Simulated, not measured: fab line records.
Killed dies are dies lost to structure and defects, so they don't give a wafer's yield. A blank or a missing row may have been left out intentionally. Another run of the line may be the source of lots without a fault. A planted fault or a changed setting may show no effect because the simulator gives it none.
Which tool was responsible? | flow n5_finfet | 24 lots with 72 wafers sampled at 6 steps, on a route of 1938 steps

## WHAT THE GAUGES SHOWED, per wafer
N5_BEOL_M11_INSPECT_13: inspects for defects (brightfield). Usual: raw_defect_count reads 394 (standard deviation 92).
lot  | measured     | on                | raw_defect_count | flag
L074 | day 10 01:41 | defect_inspect-01 | 334 326 339      |
L076 | day 10 08:11 | defect_inspect-01 | 329 596 379      |
L075 | day 10 13:08 | defect_inspect-01 | 389 280 341      |
L077 | day 10 16:29 | defect_inspect-01 | 346 427 396      |
L078 | day 11 07:06 | defect_inspect-01 | 551 623 650      |
L080 | day 11 21:04 | defect_inspect-02 | 433 439 457      |
L079 | day 11 21:13 | defect_inspect-02 | 563 320 489      |
L081 | day 12 05:58 | defect_inspect-02 | 420 464 457      |
L083 | day 12 14:35 | defect_inspect-02 | 385 441 296      |
L082 | day 12 14:48 | defect_inspect-02 | 364 262 373      |
L084 | day 12 15:02 | defect_inspect-02 | 495 358 413      |
L085 | day 13 11:32 | defect_inspect-02 | 370 256 305      |
L087 | day 13 15:27 | defect_inspect-02 | 381 276 266      |
L086 | day 13 19:28 | defect_inspect-02 | 245 342 333      |
L089 | day 13 19:46 | defect_inspect-02 | 413 455 253      |
L088 | day 14 18:52 | defect_inspect-02 | 527 312 515      |
L090 | day 14 21:45 | defect_inspect-01 | 454 293 336      |
L092 | day 15 01:34 | defect_inspect-02 | 314 277 259      |
L091 | day 15 01:47 | defect_inspect-01 | 374 383 382      |
L093 | day 15 21:30 | defect_inspect-02 | 384 359 396      |
L094 | day 16 02:46 | defect_inspect-02 | 418 527 403      |
L097 | day 16 03:23 | defect_inspect-02 | 300 355 302      |
L096 | day 16 08:44 | defect_inspect-02 | 405 579 416      |
L095 | day 16 09:08 | defect_inspect-01 | 378 555 535      |

N5_BEOL_M11_RS_MEAS_57: a four-point-probe measurement. Usual: M11_RS 0.151 ohm/sq, standard deviation 0.003.
lot  | measured     | on            | M11_RS (ohm/sq)   | flag
L074 | day 10 07:51 | film_metro-01 | 0.155 0.155 0.156 |
L076 | day 10 14:20 | film_metro-01 | 0.145 0.150 0.151 |
L075 | day 10 17:52 | film_metro-01 | 0.153 0.150 0.152 |
L077 | day 10 20:44 | film_metro-02 | 0.153 0.151 0.151 |
L078 | day 11 14:52 | film_metro-02 | 0.149 0.150 0.149 |
L080 | day 12 03:52 | film_metro-02 | 0.150 0.148 0.149 |
L079 | day 12 03:25 | film_metro-02 | 0.153 0.156 0.149 |
L081 | day 12 11:20 | film_metro-02 | 0.147 0.148 0.151 |
L083 | day 12 21:07 | film_metro-01 | 0.148 0.154 0.145 |
L082 | day 12 21:23 | film_metro-01 | 0.152 0.152 0.151 |
L084 | day 12 20:11 | film_metro-01 | 0.151 0.158 0.152 |
L085 | day 13 16:53 | film_metro-02 | 0.148 0.149 0.147 |
L087 | day 13 20:23 | film_metro-01 | 0.147 0.150 0.150 |
L086 | day 14 06:44 | film_metro-02 | 0.152 0.153 0.155 |
L089 | day 14 04:40 | film_metro-01 | 0.153 0.147 0.149 |
L088 | day 14 23:29 | film_metro-02 | 0.150 0.153 0.155 |
L090 | day 15 02:01 | film_metro-01 | 0.152 0.153 0.150 |
L092 | day 15 05:59 | film_metro-01 | 0.149 0.151 0.148 |
L091 | day 15 06:31 | film_metro-02 | 0.148 0.155 0.148 |
L093 | day 16 03:19 | film_metro-01 | 0.153 0.150 0.150 |
L094 | day 16 09:00 | film_metro-01 | 0.147 0.154 0.154 |
L097 | day 16 10:50 | film_metro-02 | 0.152 0.155 0.145 |
L096 | day 16 15:52 | film_metro-02 | 0.153 0.149 0.149 |
L095 | day 16 14:46 | film_metro-02 | 0.147 0.148 0.153 |

N5_BEOL_M11_INSPECT_58: inspects for defects (darkfield). Usual: raw_defect_count reads 71 (standard deviation 24).
lot  | measured     | on                | raw_defect_count | flag
L074 | day 10 07:53 | defect_inspect-02 | 45 73 67         |
L076 | day 10 14:22 | defect_inspect-02 | 128 93 79        |
L075 | day 10 17:53 | defect_inspect-02 | 83 110 91        |
L077 | day 10 20:45 | defect_inspect-02 | 63 88 36         |
L078 | day 11 14:54 | defect_inspect-02 | 85 72 99         |
L080 | day 12 03:54 | defect_inspect-02 | 129 112 69       |
L079 | day 12 03:27 | defect_inspect-02 | 72 42 44         |
L081 | day 12 11:22 | defect_inspect-02 | 59 63 59         |
L083 | day 12 21:09 | defect_inspect-01 | 39 92 67         |
L082 | day 12 21:24 | defect_inspect-01 | 101 72 98        |
L084 | day 12 20:12 | defect_inspect-01 | 60 84 90         |
L085 | day 13 16:55 | defect_inspect-01 | 76 49 40         |
L087 | day 13 20:24 | defect_inspect-01 | 86 56 67         |
L086 | day 14 06:46 | defect_inspect-02 | 37 35 31         |
L089 | day 14 04:42 | defect_inspect-02 | 82 87 62         |
L088 | day 14 23:31 | defect_inspect-02 | 60 46 53         |
L090 | day 15 02:03 | defect_inspect-02 | 45 88 44         |
L092 | day 15 06:00 | defect_inspect-02 | 133 73 57        |
L091 | day 15 06:32 | defect_inspect-02 | 73 59 96         |
L093 | day 16 03:20 | defect_inspect-01 | 38 58 46         |
L094 | day 16 09:02 | defect_inspect-02 | 92 73 59         |
L097 | day 16 10:52 | defect_inspect-02 | 47 67 58         |
L096 | day 16 15:53 | defect_inspect-02 | 172 124 63       |
L095 | day 16 14:48 | defect_inspect-01 | 106 117 77       |

## WHICH TOOL RAN EACH LOT (tool, then ch and the chambers of the sampled wafers, then the start)
lot  | N5_BEOL_M11_DESCUM_16              | N5_BEOL_M11_ETCH_61                | N5_BEOL_M11_SPUTTER_48
L074 | rie_diel-06 ch 0,1,3, day 10 01:55 | rie_diel-06 ch 0,1,3, day 10 01:57 | pvd_sputter-01, day 10 06:55
L076 | rie_diel-06 ch 1,2,3, day 10 08:14 | rie_diel-06 ch 1,2,3, day 10 08:16 | pvd_sputter-01, day 10 13:24
L075 | rie_diel-06 ch 1,2,3, day 10 13:23 | rie_diel-06 ch 1,2,3, day 10 13:26 | pvd_sputter-02, day 10 16:29
L077 | rie_diel-01 ch 0,2, day 10 16:31   | rie_diel-01 ch 0,2, day 10 16:34   | pvd_sputter-02, day 10 19:47
L078 | rie_diel-01 ch 0,3, day 11 07:09   | rie_diel-01 ch 0,3, day 11 07:11   | pvd_sputter-02, day 11 13:42
L080 | rie_diel-06 ch 1,2,3, day 11 21:07 | rie_diel-06 ch 1,2,3, day 11 21:09 | pvd_sputter-01, day 12 02:40
L079 | rie_diel-02 ch 0,1,2, day 11 21:37 | rie_diel-02 ch 0,1,2, day 11 21:39 | pvd_sputter-01, day 12 02:28
L081 | rie_diel-01 ch 2,3, day 12 06:00   | rie_diel-01 ch 2,3, day 12 06:02   | pvd_sputter-02, day 12 10:23
L083 | rie_diel-02 ch 1,2,3, day 12 14:38 | rie_diel-02 ch 1,2,3, day 12 14:40 | pvd_sputter-01, day 12 19:25
L082 | rie_diel-01 ch 1,2,3, day 12 14:50 | rie_diel-01 ch 1,2,3, day 12 14:52 | pvd_sputter-03, day 12 19:43
L084 | rie_diel-06 ch 2,3, day 12 15:05   | rie_diel-06 ch 2,3, day 12 15:08   | pvd_sputter-03, day 12 19:14
L085 | rie_diel-06 ch 1,2,3, day 13 11:54 | rie_diel-06 ch 1,2,3, day 13 11:56 | pvd_sputter-02, day 13 15:53
L087 | rie_diel-02 ch 0,1,3, day 13 15:30 | rie_diel-02 ch 0,1,3, day 13 15:32 | pvd_sputter-01, day 13 19:24
L086 | rie_diel-01 ch 0,2,3, day 13 19:33 | rie_diel-01 ch 0,2,3, day 13 19:35 | pvd_sputter-03, day 14 04:19
L089 | rie_diel-06 ch 0,1,3, day 13 20:01 | rie_diel-06 ch 0,1,3, day 13 20:03 | pvd_sputter-02, day 14 03:27
L088 | rie_diel-02 ch 0,2, day 14 18:55   | rie_diel-02 ch 0,2, day 14 18:56   | pvd_sputter-01, day 14 22:32
L090 | rie_diel-06 ch 0,2,3, day 14 21:47 | rie_diel-06 ch 0,2,3, day 14 21:49 | pvd_sputter-01, day 15 00:54
L092 | rie_diel-01 ch 0,2,3, day 15 01:43 | rie_diel-01 ch 0,2,3, day 15 01:45 | pvd_sputter-02, day 15 04:59
L091 | rie_diel-06 ch 0,2,3, day 15 01:50 | rie_diel-06 ch 0,2,3, day 15 01:52 | pvd_sputter-02, day 15 05:34
L093 | rie_diel-02 ch 1,3, day 15 21:37   | rie_diel-02 ch 1,3, day 15 21:39   | pvd_sputter-01, day 16 02:19
L094 | rie_diel-02 ch 0,1,2, day 16 02:59 | rie_diel-02 ch 0,1,2, day 16 03:01 | pvd_sputter-01, day 16 08:04
L097 | rie_diel-06 ch 0,1,2, day 16 03:25 | rie_diel-06 ch 0,1,2, day 16 03:28 | pvd_sputter-02, day 16 09:37
L096 | rie_diel-01 ch 0,2, day 16 08:46   | rie_diel-01 ch 0,2, day 16 08:47   | pvd_sputter-02, day 16 14:55
L095 | rie_diel-06 ch 0,1,3, day 16 09:11 | rie_diel-06 ch 0,1,3, day 16 09:13 | pvd_sputter-03, day 16 13:40
- N5_BEOL_M11_DESCUM_16: chemistry O2, time 7.9 s.
- N5_BEOL_M11_ETCH_61: etches SiARC in CF4, target depth 39 nm, time 65 s.
- N5_BEOL_M11_SPUTTER_48: material Cu, target thk 12 nm, time 2 s.

## WHAT THE TOOLS THEMSELVES READ (means of the sampled wafers that have a number; where no wafer has one, the mark that the record gives instead)
N5_BEOL_M11_DESCUM_16. Usual: drypump_motor_current_A 5.52 A, standard deviation 0.26; o2_flow_sccm 224.9 sccm, standard deviation 0.7; oes_product_au 0.80 a.u., standard deviation 0.093; rf_vpp_V 243.4 V, standard deviation 1.3; showerhead_plenum_p_Torr 2.11 Torr, standard deviation 0.07; throttle_valve_pct 20.39 %, standard deviation 0.23.
lot  | tool        | drypump_motor_current_A (A) | o2_flow_sccm (sccm) | oes_product_au (a.u.) | rf_vpp_V (V) | showerhead_plenum_p_Torr (Torr) | throttle_valve_pct (%) | flag
L074 | rie_diel-06 | 5.67                        | 225.2               | 0.74                  | 243.8        | 2.11                            | 20.44                  |
L076 | rie_diel-06 | 5.52                        | 225.3               | 0.74                  | 243.8        | 2.15                            | 20.34                  |
L075 | rie_diel-06 | 5.53                        | 224.9               | 0.74                  | 244.3        | 2.15                            | 20.33                  |
L077 | rie_diel-01 | 5.63                        | 225.4               | 0.69                  | 243.6        | 2.10                            | 20.81                  |
L078 | rie_diel-01 | 5.27                        | 225.1               | 0.80                  | 242.4        | 2.08                            | 20.68                  |
L080 | rie_diel-06 | 5.56                        | 225.3               | 0.74                  | 243.7        | 2.15                            | 20.35                  |
L079 | rie_diel-02 | 5.53                        | 224.9               | 0.86                  | 243.4        | 2.10                            | 20.25                  |
L081 | rie_diel-01 | 5.36                        | 225.1               | 0.87                  | 243.8        | 2.13                            | 20.66                  |
L083 | rie_diel-02 | 5.60                        | 225.4               | 0.78                  | 243.3        | 2.04                            | 20.35                  |
L082 | rie_diel-01 | 5.44                        | 225.2               | 0.91                  | 243.1        | 2.14                            | 20.43                  |
L084 | rie_diel-06 | 5.56                        | 224.9               | 0.75                  | 244.3        | 2.18                            | 20.25                  |
L085 | rie_diel-06 | 5.55                        | 225.8               | 0.73                  | 243.9        | 2.14                            | 20.36                  |
L087 | rie_diel-02 | 5.36                        | 225.2               | 0.81                  | 243.1        | 2.05                            | 20.43                  |
L086 | rie_diel-01 | 5.45                        | 225.0               | 0.83                  | 243.6        | 2.09                            | 20.63                  |
L089 | rie_diel-06 | 5.66                        | 224.5               | 0.81                  | 244.2        | 2.10                            | 20.34                  |
L088 | rie_diel-02 | 5.35                        | 225.6               | 0.85                  | 242.9        | 2.14                            | 20.19                  |
L090 | rie_diel-06 | 5.69                        | 225.2               | 0.80                  | 243.5        | 2.14                            | 20.25                  |
L092 | rie_diel-01 | 5.45                        | 225.2               | 0.81                  | 242.8        | 2.08                            | 20.65                  |
L091 | rie_diel-06 | 5.70                        | 224.4               | 0.80                  | 243.7        | 2.13                            | 20.26                  |
L093 | rie_diel-02 | 5.44                        | 225.0               | 0.73                  | 241.6        | 2.00                            | 20.54                  |
L094 | rie_diel-02 | 5.54                        | 224.9               | 0.80                  | 242.9        | 2.08                            | 20.29                  |
L097 | rie_diel-06 | 5.51                        | 225.6               | 0.86                  | 243.9        | 2.08                            | 20.28                  |
L096 | rie_diel-01 | 5.62                        | 224.4               | 0.84                  | 242.6        | 2.08                            | 20.60                  |
L095 | rie_diel-06 | 5.66                        | 224.7               | 0.90                  | 243.2        | 2.10                            | 20.23                  |

N5_BEOL_M11_ETCH_61. Usual: drypump_motor_current_A is 5.52 A with standard deviation 0.26, etch_rf_on_time_s is 65.0 s with standard deviation 1.3, mfc_ar_sccm is 99.99 sccm with standard deviation 0.29, oes_product_au is 0.68 a.u. with standard deviation 0.076, rf_vpp_V is 184.2 V with standard deviation 1.1, showerhead_plenum_p_Torr is 2.15 Torr with standard deviation 0.066, and throttle_valve_pct is 15.55 % with standard deviation 0.25.
lot  | tool        | drypump_motor_current_A (A) | etch_rf_on_time_s (s) | mfc_ar_sccm (sccm) | oes_product_au (a.u.) | rf_vpp_V (V) | showerhead_plenum_p_Torr (Torr) | throttle_valve_pct (%) | flag
L074 | rie_diel-06 | 5.64                        | 65.4                  | 100.05             | 0.63                  | 184.0        | 2.17                            | 15.67                  |
L076 | rie_diel-06 | 5.54                        | 64.6                  | 100.02             | 0.64                  | 183.4        | 2.19                            | 15.51                  |
L075 | rie_diel-06 | 5.53                        | 64.4                  | 99.93              | 0.64                  | 183.9        | 2.19                            | 15.52                  |
L077 | rie_diel-01 | 5.64                        | 66.0                  | 99.97              | 0.59                  | 184.5        | 2.15                            | 16.02                  |
L078 | rie_diel-01 | 5.25                        | 66.6                  | 99.77              | 0.68                  | 183.3        | 2.12                            | 15.77                  |
L080 | rie_diel-06 | 5.54                        | 64.6                  | 99.91              | 0.64                  | 184.6        | 2.19                            | 15.53                  |
L079 | rie_diel-02 | 5.54                        | 64.6                  | 99.82              | 0.74                  | 184.6        | 2.13                            | 15.32                  |
L081 | rie_diel-01 | 5.35                        | 66.8                  | 99.82              | 0.73                  | 184.0        | 2.17                            | 15.77                  |
L083 | rie_diel-02 | 5.61                        | 64.9                  | 99.84              | 0.67                  | 183.5        | 2.09                            | 15.49                  |
L082 | rie_diel-01 | 5.47                        | 65.0                  | 100.20             | 0.76                  | 185.0        | 2.18                            | 15.55                  |
L084 | rie_diel-06 | 5.57                        | 64.2                  | 100.30             | 0.64                  | 185.7        | 2.22                            | 15.45                  |
L085 | rie_diel-06 | 5.53                        | 64.7                  | 100.16             | 0.62                  | 184.4        | 2.19                            | 15.56                  |
L087 | rie_diel-02 | 5.34                        | 64.6                  | 100.11             | 0.69                  | 183.5        | 2.09                            | 15.51                  |
L086 | rie_diel-01 | 5.45                        | 65.9                  | 100.06             | 0.70                  | 184.2        | 2.13                            | 15.75                  |
L089 | rie_diel-06 | 5.66                        | 64.7                  | 100.02             | 0.70                  | 184.3        | 2.16                            | 15.54                  |
L088 | rie_diel-02 | 5.36                        | 64.1                  | 100.21             | 0.73                  | 184.2        | 2.16                            | 15.25                  |
L090 | rie_diel-06 | 5.68                        | 65.6                  | 99.78              | 0.69                  | 184.4        | 2.19                            | 15.46                  |
L092 | rie_diel-01 | 5.42                        | 65.9                  | 99.89              | 0.69                  | 184.7        | 2.13                            | 15.77                  |
L091 | rie_diel-06 | 5.70                        | 64.1                  | 99.98              | 0.69                  | 184.5        | 2.19                            | 15.47                  |
L093 | rie_diel-02 | 5.44                        | 65.1                  | 100.03             | 0.64                  | 182.7        | 2.04                            | 15.69                  |
L094 | rie_diel-02 | 5.54                        | 64.3                  | 99.96              | 0.69                  | 184.2        | 2.12                            | 15.39                  |
L097 | rie_diel-06 | 5.52                        | 64.2                  | 100.15             | 0.74                  | 184.5        | 2.14                            | 15.48                  |
L096 | rie_diel-01 | 5.62                        | 64.9                  | 99.67              | 0.72                  | 183.7        | 2.14                            | 15.75                  |
L095 | rie_diel-06 | 5.66                        | 64.2                  | 100.10             | 0.77                  | 184.5        | 2.15                            | 15.41                  |

N5_BEOL_M11_SPUTTER_48. Usual: throttle_valve_pct reads 29.7 % (standard deviation 1).
lot  | tool           | throttle_valve_pct (%) | flag
L074 | pvd_sputter-01 | 30.4                   |
L076 | pvd_sputter-01 | 30.1                   |
L075 | pvd_sputter-02 | 29.0                   |
L077 | pvd_sputter-02 | 28.9                   |
L078 | pvd_sputter-02 | 28.5                   |
L080 | pvd_sputter-01 | 30.4                   |
L079 | pvd_sputter-01 | 30.1                   |
L081 | pvd_sputter-02 | 28.2                   |
L083 | pvd_sputter-01 | 30.2                   |
L082 | pvd_sputter-03 | 31.3                   |
L084 | pvd_sputter-03 | 30.1                   |
L085 | pvd_sputter-02 | 29.0                   |
L087 | pvd_sputter-01 | 29.7                   |
L086 | pvd_sputter-03 | 30.2                   |
L089 | pvd_sputter-02 | 29.1                   |
L088 | pvd_sputter-01 | 30.4                   |
L090 | pvd_sputter-01 | 30.6                   |
L092 | pvd_sputter-02 | 29.0                   |
L091 | pvd_sputter-02 | 28.7                   |
L093 | pvd_sputter-01 | 30.0                   |
L094 | pvd_sputter-01 | 30.3                   |
L097 | pvd_sputter-02 | 29.1                   |
L096 | pvd_sputter-02 | 29.5                   |
L095 | pvd_sputter-03 | 30.4                   |

## THE ANSWER, worked out from the rows above alone
Rule: lot off if the mean of its wafers having a number is beyond 3 standard deviations from the usual mean. Also off: a lot with no number at a reading for which 4 or more lots have one. Where the step has rows for the other lots, those lots are counted as sound. After the gauges, taken in route order, come the tools' own readings; for these a lot's mean is taken, as printed above. At the first step where some lot is off, the reading lying furthest off is the one used; lots without a number count as furthest.
Across all readings shown, no lot is off: no conclusion can be drawn from this.

## WHAT HAD BEEN PUT IN BY THE SIMULATOR
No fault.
